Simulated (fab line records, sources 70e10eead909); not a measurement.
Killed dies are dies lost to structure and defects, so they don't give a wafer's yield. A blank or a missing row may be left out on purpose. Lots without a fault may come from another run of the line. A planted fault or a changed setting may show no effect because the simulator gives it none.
A struck lot beside a sound one | flow nand_harc | 14 steps out of a route of 1302
Sound: wafers L352.3, L352.5, L352.6. Struck: wafers L366.2, L366.6. (L366.1 of the same lot was not struck and is left out.) The cause comes at the end.
At each step with rows: each side's tool, then ch and its chambers, then its first start. Under that, the readings that differ: sound wafers | struck wafers | difference of the means | sigmas: that difference in standard deviations of wafers without a fault.
alike: readings whose means differ by less than 2 such deviations, and words and numbers that are the same on both sides. not compared: withheld readings, readings that some wafer has no value for, bounds like >300 that may hide the same value, and numbers for which the record gives no deviation and whose values overlap.
The two part at a step that has a row with sigmas, a row that says differs or no value, or rows on one side only. Numbers that don't overlap but have no deviation are shown without sigmas and don't part them. A reading that every wafer of one side lacks parts them only if that side has two wafers or more.

NHARC_P_CONTACT_ETCH_35: etches the open film in CF4, target depth 39 nm, time 65 s.
  sound on rie_diel-02 ch 0,3, day 6 03:16; struck on rie_diel-05 ch 0,3, day 12 02:55
  alike: bias_w, drypump_motor_current_A, oes_product_au, rf_vpp_V, showerhead_plenum_p_Torr, throttle_valve_pct
  not compared: rf_hours_counter_h
NHARC_P_CONTACT_ETCH_36: etches the open film in N2/H2, target depth 260 nm, time 406.25 s.
  sound on rie_diel-02 ch 0,1,3; struck on rie_diel-05 ch 0,1
  alike: bias_w, drypump_motor_current_A, oes_product_au, rf_vpp_V, showerhead_plenum_p_Torr, throttle_valve_pct
  not compared: rf_hours_counter_h
then, 3 steps without rows for these wafers: NHARC_P_CONTACT_ETCH_18 (etches the open film in C4F8/O2/Ar, target depth 481 nm, time 240.5 s); NHARC_P_CONTACT_STRIP_37 (strips in C4F8/O2/Ar); NHARC_P_CONTACT_ETCH_31 (etches the open film in CH3F/O2, target depth 30 nm, time 85.7 s).
NHARC_P_CONTACT_CD_MEAS_19:
  sound on cd_sem-02, day 6 04:03; struck on cd_sem-03, day 12 03:42
  alike: cd_nm
NHARC_P_CONTACT_STRIP_28: strips in O2.
  sound on rie_diel-05 ch 0,3, day 6 04:08; struck on rie_diel-02 ch 0,1, day 12 03:47
  alike: drypump_motor_current_A, oes_product_au, rf_vpp_V, showerhead_plenum_p_Torr, throttle_valve_pct
  not compared: rf_hours_counter_h
then, 1 step without rows for these wafers: NHARC_P_CONTACT_STRIP_29 (strips in post etch residue remover, time 1200 s).
NHARC_P_CONTACT_DEGAS_38: time 60 s.
  sound on pvd_sputter-01, day 6 04:47; struck on pvd_sputter-01, day 12 04:25
  alike: heater_power_w
then, 2 steps without rows for these wafers: NHARC_P_CONTACT_PRE_CLEAN_39 (time 19.5 s); NHARC_P_CONTACT_PVD_32 (deposits Ti, target thk 5 nm, time 17.7 s).
NHARC_P_CONTACT_ALD_22: deposits TiN, target thk 3 nm, pulse time 1 s, ald cycles 150.
  sound on ald_metal-02 ch 0,3, day 6 05:02; struck on ald_metal-02 ch 1,2, day 12 04:40
  alike: heater_power_w, precursor_pulse_height_rel
NHARC_P_CONTACT_CVD_23: deposits W, target thk 200 nm, time 557 s.
  sound on cvd_w-02 ch 0,1, day 6 05:29; struck on cvd_w-01 ch 0, day 12 04:52
  reading            | sound       | struck  | difference | sigmas
  heater_power_w (W) | 455 444 467 | 522 522 | +67        | +2
  alike: throttle_valve_pct
NHARC_P_CONTACT_CMP_24: polishes, t overpolish 30 s, target thk 200 nm.
  sound on cmp-03 ch 1,2, day 6 05:52; struck on cmp-01 ch 3, day 12 05:32
  reading                | sound          | struck    | difference | sigmas
  time_to_endpoint_s (s) | 39.9 39.5 35.8 | 68.4 66.8 | +29.2      | +10
  alike: motor_current_A, overpolish_run_s

WHERE THEY PART
First at NHARC_P_CONTACT_CVD_23; last, within this record, at NHARC_P_CONTACT_CMP_24.

WHY: what the simulator had put in
Process parameter drift: cvd_w-01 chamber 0, from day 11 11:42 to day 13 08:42, at NHARC_P_CONTACT_CVD_23. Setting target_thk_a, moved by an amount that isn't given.
